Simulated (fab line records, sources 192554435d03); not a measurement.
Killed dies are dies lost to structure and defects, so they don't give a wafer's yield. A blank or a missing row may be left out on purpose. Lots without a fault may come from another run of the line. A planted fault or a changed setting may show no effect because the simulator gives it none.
fab line records | flow n5_finfet
record lots=11 wafers=29 last_day=16
route steps=1938 shown BEOL_M1@811 BEOL_M4@1111
lots that met no fault: from a run of the same line without faults
start_h: hours from the record's first day to the start of the lot's first wafer shown | wait_h: hours since the lot's step before | " the same as in the row above | L1.1+2: a row that stands for several wafers | - no value, or no start given | * or withheld: withheld | < > ~ a bound
route shown NAME@n: a module of which the file shows steps, and the number in the route of the first | usual: mean/standard deviation of fault-free wafers | same: alike in all rows | chamber/n: place in a boat | sites: the reading at each site | _std_site: their standard deviation | _edge_site: outer sites' mean less inner sites' | radius_mm: how far each site lies from the wafer's centre | mask NAME#n: copy n | behind: the tool/chamber that last shaped the wafer | hold: why the lot was held/for how many hours/how that ended | device: the transistor (n, p or np) that didn't switch | end of line: the same wafers' tests at the end of the route | a step without rows: its recipe alone | killed: dies lost to structure and defects at the first sort, not the wafer's yield | map: a wafer's dies, x killed, . not, _ none there
set.NAME: the setting as run; set.NAME@STEP: as run at that earlier step | model.NAME: the simulator's own value behind a step, which no gauge read
steps of the route over a sample of lots; a table a step, a row a wafer
services: from which hour (start_h, from the record's first day; less than 0 if before it) a tool's chamber was out of use, for how many hours, and why
## steps
# step N5_BEOL_M1_ALD_84
# recipe material=TaN target_thk_a=* temp_c=275 ald_precursor_family=PDMAT ald_co_reactant=NH3 pressure_torr=3 carrier_flow_sccm=1500 pulse_time_s=2 purge_time_s=3 co_reactant_purge_time_s=2 co_reactant_pulse_time_s=3 ald_cycles=30 precursor_vessel_temp_c=75 precursor_vessel_pressure_torr=26.25 precursor_vessel_carrier_sccm=1000
# usual heater_power_outer_w=221/22 heater_power_w=419/40 precursor_vessel_pressure_torr=26.25/0.051
# columns lot.wafer tool chamber start_h wait_h heater_power_outer_w heater_power_w precursor_vessel_pressure_torr
L828.1 ald_metal-03 2 134.62 0.0 271 502 26.24
L828.4 " 1 " " 257 441 26.25
L828.6 " 3 " " 223 411 26.26
L831.2 ald_metal-04 3 153.29 0.0 196 378 26.14
L831.5 " 3 " " 201 374 26.16
L831.6 " 2 " " 197 380 26.23
L835.2 ald_metal-02 0 171.53 0.1 215 438 26.28
L835.3 " 1 " " 215 412 26.24
L833.5 ald_metal-02 0 172.06 0.2 210 447 26.21
L833.6 " 1 " " 215 415 26.21
L837.3 ald_metal-04 0 193.14 0.0 230 430 26.25
L837.4 " 1 " " 214 408 26.32
L837.6 " 1 " " 222 401 26.25
L838.4 ald_metal-04 1 194.03 0.3 207 406 26.22
L838.6 " 1 " " 213 403 26.16
L840.1 ald_metal-03 1 205.44 0.1 250 456 26.18
L840.3 " 3 " " 221 416 26.17
L841.2 ald_metal-04 0 211.32 0.1 227 446 26.17
L841.3 " 3 " " 201 363 26.29
L841.6 " 2 " " 192 381 26.19
L842.1 ald_metal-04 1 214.92 0.0 211 398 26.20
L842.2 " 3 " " 196 365 26.23
L842.3 " 0 " " 227 436 26.24
L844.1 ald_metal-04 2 233.96 0.0 194 385 26.26
L844.2 " 1 " " 210 412 26.30
L844.6 " 0 " " 225 444 26.21
L847.3 ald_metal-03 3 252.42 0.2 219 408 26.22
L847.4 " 0 " " 213 409 26.17
L847.6 " 3 " " 221 413 26.21
# step N5_BEOL_M1_SURFACE_TREAT_85
# recipe gas=Ar time_s=* ion_energy_ev=* ion_current_ma_cm2=0.5 pressure_mtorr=* ar_flow_sccm=30
# usual throttle_valve_pct=*
# same time_s=*
# columns lot.wafer tool chamber start_h wait_h throttle_valve_pct
L828.1 pvd_sputter-01 - 134.85 0.1 *
L828.4 " - " " *
L828.6 " - " " *
L831.2 pvd_sputter-02 - 153.51 0.1 *
L831.5 " - " " *
L831.6 " - " " *
L835.2 pvd_sputter-03 - 171.77 0.1 *
L835.3 " - " " *
L833.5 pvd_sputter-01 - 172.24 0.1 *
L833.6 " - " " *
L837.3 pvd_sputter-02 - 193.38 0.1 *
L837.4 " - " " *
L837.6 " - " " *
L838.4 pvd_sputter-03 - 195.44 1.3 *
L838.6 " - " " *
L840.1 pvd_sputter-02 - 205.72 0.2 *
L840.3 " - " " *
L841.2 pvd_sputter-02 - 211.56 0.1 *
L841.3 " - " " *
L841.6 " - " " *
L842.1 pvd_sputter-01 - 215.17 0.2 *
L842.2 " - " " *
L842.3 " - " " *
L844.1 pvd_sputter-03 - 234.22 0.2 *
L844.2 " - " " *
L844.6 " - " " *
L847.3 pvd_sputter-02 - 252.79 0.3 *
L847.4 " - " " *
L847.6 " - " " *
# step N5_BEOL_M1_SPUTTER_90
# recipe material=Cu target_thk_a=45 temp_c=-20 chamber_pressure_pa=0.07 power_w=withheld time_s=8.29
# usual chamber_pressure_pa=0.06999/0.00013 substrate_temp_c=-19.99/0.1 throttle_valve_pct=30.4/0.94
# same time_s=8.29
# columns lot.wafer tool chamber start_h wait_h chamber_pressure_pa substrate_temp_c throttle_valve_pct
L828.1 pvd_sputter-01 - 136.24 0.1 0.06994 -20.08 29.9
L828.4 " - " " 0.07014 -19.80 28.7
L828.6 " - " " 0.06985 -19.95 29.8
L831.2 pvd_sputter-01 - 154.83 0.1 0.07013 -20.05 30.0
L831.5 " - " " 0.07009 -20.15 31.0
L831.6 " - " " 0.07025 -19.93 29.8
L835.2 pvd_sputter-02 - 173.30 0.1 0.07011 -20.12 30.0
L835.3 " - " " 0.06988 -20.00 30.1
L833.5 pvd_sputter-02 - 175.18 0.0 0.06985 -20.07 32.1
L833.6 " - " " 0.07025 -20.10 30.6
L837.3 pvd_sputter-03 - 194.70 0.1 0.0701 -19.96 30.8
L837.4 " - " " 0.06979 -20.09 29.3
L837.6 " - " " 0.06997 -20.03 30.7
L838.4 pvd_sputter-01 - 196.78 0.1 0.0698 -19.91 29.8
L838.6 " - " " 0.06998 -20.11 28.5
L840.1 pvd_sputter-02 - 207.26 0.1 0.07 -19.99 30.1
L840.3 " - " " 0.07014 -19.91 29.9
L841.2 pvd_sputter-02 - 212.92 0.1 0.07017 -19.97 29.6
L841.3 " - " " 0.07038 -20.18 30.1
L841.6 " - " " 0.07008 -20.08 30.3
L842.1 pvd_sputter-02 - 216.70 0.1 0.07467 -20.11 29.8
L842.2 " - " " 0.07456 -19.93 29.2
L842.3 " - " " 0.07472 -20.02 29.2
L844.1 pvd_sputter-03 - 235.78 0.1 0.06992 -19.98 29.1
L844.2 " - " " 0.07017 -20.12 31.0
L844.6 " - " " 0.07012 -20.06 29.2
L847.3 pvd_sputter-02 - 254.25 0.1 0.07446 -19.99 29.5
L847.4 " - " " 0.0749 -19.94 29.2
L847.6 " - " " 0.07444 -19.99 30.9
# step N5_BEOL_M1_ANNEAL_51
# recipe temp_c=225 time_s=90 ambient=N2
# usual wafer_temp_C_max=225.76/0.22
# same time_s=90
# columns lot.wafer tool chamber start_h wait_h wafer_temp_C_max
L828.1 rtp_anneal-01 0 137.10 0.1 226.22
L828.4 " 0 " " 225.61
L828.6 " 0 " " 225.70
L831.2 rtp_anneal-01 0 155.73 0.1 225.63
L831.5 " 0 " " 225.91
L831.6 " 0 " " 225.88
L835.2 rtp_anneal-01 0 174.20 0.1 225.85
L835.3 " 0 " " 225.70
L833.5 rtp_anneal-01 0 176.18 0.2 225.77
L833.6 " 0 " " 225.59
L837.3 rtp_anneal-02 0 195.64 0.1 226.03
L837.4 " 0 " " 226.18
L837.6 " 0 " " 225.75
L838.4 rtp_anneal-02 0 197.91 0.3 225.85
L838.6 " 0 " " 225.54
L840.1 rtp_anneal-02 0 208.11 0.1 225.54
L840.3 " 0 " " 225.56
L841.2 rtp_anneal-02 0 213.82 0.1 225.66
L841.3 " 0 " " 225.64
L841.6 " 0 " " 225.46
L842.1 rtp_anneal-02 0 217.56 0.1 226.20
L842.2 " 0 " " 225.69
L842.3 " 0 " " 226.23
L844.1 rtp_anneal-02 0 236.91 0.3 225.71
L844.2 " 0 " " 226.02
L844.6 " 0 " " 225.82
L847.3 rtp_anneal-02 0 255.19 0.1 225.84
L847.4 " 0 " " 225.86
L847.6 " 0 " " 225.67
# step N5_BEOL_M4_RC_MEAS_101
# usual DIBL_N=35.8/1.5 DIBL_P=35.9/1.8 IOFF_N=0.152/0.025 IOFF_P=0.21/0.031 ION_N=672/11 ION_P=462/7.4 SS_N=71.5/0.52 SS_P=73.2/0.54 VT_N=250/3 VT_P=-250/3.3
# columns lot.wafer tool chamber start_h wait_h DIBL_N[mV/V] DIBL_P[mV/V] IOFF_N[nA/um] IOFF_P[nA/um] ION_N[uA/um] ION_P[uA/um] SS_N[mV/dec] SS_P[mV/dec] VT_N[mV] VT_P[mV]
L828.1 prober-01 0 166.18 0.0 35.7 36.5 0.146 0.19 670 454 72.9 72.9 251 -253
L828.4 " 0 " " 38.0 38.4 0.192 0.21 672 457 73.0 73.7 250 -249
L828.6 " 0 " " 37.1 37.1 0.176 0.20 682 455 72.7 73.0 251 -249
L831.2 prober-01 0 199.76 0.2 33.9 34.8 0.122 0.16 670 457 70.9 72.9 250 -254
L831.5 " 0 " " 34.9 35.9 0.143 0.17 674 452 70.7 73.0 251 -252
L831.6 " 0 " " 34.1 35.4 0.125 0.16 665 459 71.5 72.6 251 -256
L835.2 prober-02 0 215.76 0.2 34.6 34.5 0.115 0.15 652 449 71.6 72.3 256 -255
L835.3 " 0 " " 36.3 36.1 0.146 0.18 669 463 71.1 72.7 252 -253
L833.5 prober-02 0 219.01 0.6 36.8 38.6 0.155 0.19 678 459 71.0 73.4 252 -252
L833.6 " 0 " " 37.5 38.5 0.170 0.20 676 463 70.9 73.9 251 -254
L837.3 prober-01 0 239.52 0.3 37.8 35.5 0.148 0.21 669 458 71.3 73.0 250 -247
L837.4 " 0 " " 37.7 35.1 0.151 0.21 666 459 72.1 72.7 253 -249
L837.6 " 0 " " 37.9 34.9 0.149 0.20 662 451 72.2 73.3 255 -250
L838.4 prober-02 0 240.38 0.5 36.5 35.2 0.167 0.21 681 466 72.1 72.9 251 -246
L838.6 " 0 " " 35.9 34.6 0.151 0.20 670 462 70.9 73.4 250 -248
L840.1 prober-02 0 244.23 0.0 34.0 33.2 0.117 0.17 659 461 71.1 73.0 251 -252
L840.3 " 0 " " 33.8 33.3 0.122 0.18 655 455 70.5 72.8 252 -252
L841.2 prober-01 0 246.47 0.2 35.0 34.8 0.141 0.19 677 463 71.7 72.9 249 -253
L841.3 " 0 " " 35.6 35.4 0.143 0.20 667 464 71.7 73.0 253 -251
L841.6 " 0 " " 35.9 36.6 0.164 0.22 678 466 71.9 73.7 248 -249
L842.1 prober-02 0 261.63 0.0 35.2 36.2 0.142 0.20 675 461 71.5 73.4 250 -252
L842.2 " 0 " " 38.9 40.1 0.205 0.27 687 475 72.3 74.0 245 -247
L842.3 " 0 " " 35.4 35.7 0.134 0.20 658 456 71.5 72.7 250 -251
L844.1 prober-01 0 284.90 0.0 34.6 35.8 0.160 0.20 672 456 71.6 73.2 247 -250
L844.2 " 0 " " 36.3 37.8 0.185 0.24 692 470 71.3 73.8 245 -250
L844.6 " 0 " " 35.0 36.7 0.175 0.22 701 472 71.0 73.5 246 -250
L847.3 prober-01 0 289.49 0.3 34.0 34.4 0.141 0.21 664 463 72.0 73.1 252 -247
L847.4 " 0 " " 33.5 34.2 0.127 0.20 648 457 70.8 72.4 253 -247
L847.6 " 0 " " 34.8 36.0 0.159 0.24 689 473 71.4 73.4 249 -246
## services
# columns tool chamber start_h hours kind
ald_metal-04 - 116.38 0.4 repair
ald_metal-03 - 190.28 8.7 pm
## key
first_sign step=N5_BEOL_M1_SPUTTER_90 reading=chamber_pressure_pa direction=up sigmas=35 usual=0.06999 struck=0.07462
effect none on later readings
met_at N5_BEOL_M1_SPUTTER_90
struck_lots L842,L847
not_acting_at N5_BEOL_M1_ALD_84,N5_BEOL_M1_SURFACE_TREAT_85,N5_BEOL_M1_ANNEAL_51
onset_between 212.92 216.70
fault kind=process_parameter_drift tool=pvd_sputter-02 chamber=- onset_h=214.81 steps=N5_BEOL_M1_SPUTTER_90 channel=chamber_pressure_pa offset=0.0046236 shape=step end_h=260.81 acts_in=these_recipes_only stated=0.07
